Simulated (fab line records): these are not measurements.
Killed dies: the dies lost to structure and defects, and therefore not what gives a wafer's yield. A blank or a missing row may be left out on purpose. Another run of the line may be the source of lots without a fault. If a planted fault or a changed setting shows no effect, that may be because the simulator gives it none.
Matching of chambers ; flow nand_harc ; NHARC_A_ONON_D2_DEP_33 on pecvd-02: 3 sister chambers
The step deposits SiO2, target thk 200 nm. 22 wafers are shown with their chamber, then 11 later ones without.

== WAFERS PAIRED WITH THEIR CHAMBERS ==
wafer;chamber;throttle_valve_pct (%);heater_power_w (W)
L074.2;0;16.2;592
L074.3;2;16.5;558
L074.4;1;15.7;724
L074.1;1;15.5;705
L074.5;2;16.4;568
L074.6;0;16.2;573
L075.1;1;15.5;674
L075.3;2;16.6;522
L075.4;1;15.3;704
L077.1;1;15.5;758
L077.2;2;16.7;570
L077.6;2;16.8;588
L077.3;0;16.2;614
L077.4;0;16.4;615
L077.5;1;15.6;749
L080.1;1;15.5;670
L080.4;0;16.3;560
L080.5;1;15.3;691
L082.1;2;16.7;500
L082.3;0;16.4;542
L082.6;2;16.7;520
L083.1;0;16.3;606

SIGNATURES, as means of the wafers listed above
reading;chamber 0;chamber 1;chamber 2;scatter within a chamber
throttle_valve_pct;16.286;15.488;16.629;0.124
heater_power_w;586.00;709.38;546.57;31.2
Rule: a wafer's distance from a chamber is the root of the sum, over the readings, of the square of ((its reading less the chamber's mean) divided by the reading's scatter). The wafer belongs to the nearest chamber; if the next one is less than 2 further off, it can't be placed. The scatter: take each reading less its chamber's mean, square it, sum over the shown wafers, divide by the number of wafers less the number of chambers, and take the root.

== WAFERS WITHOUT THEIR CHAMBER ==
wafer;throttle_valve_pct (%);heater_power_w (W)
L083.4;16.7;514
L083.5;15.7;707
L084.3;16.6;605
L084.4;16.8;459
L084.6;15.6;744
L090.2;15.6;757
L090.4;15.8;488
L090.5;15.8;578
L092.3;15.7;627
L092.5;15.7;668
L092.6;15.8;604

== WHICH CHAMBER EACH WENT THROUGH ==
wafer;from the rows above;in truth
L083.4;2;2
L083.5;1;1
L084.3;can't be placed: 2 or 0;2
L084.4;2;2
L084.6;1;1
L090.2;1;1
L090.4;can't be placed: 0 or 2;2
L090.5;can't be placed: 0 or 1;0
L092.3;can't be placed: 1 or 0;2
L092.5;1;1
L092.6;can't be placed: 0 or 1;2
Placed correctly: 6 of 11. Unplaceable from these rows: 5, with the true chamber sitting among the candidates in 3. Number placed wrongly: 0.
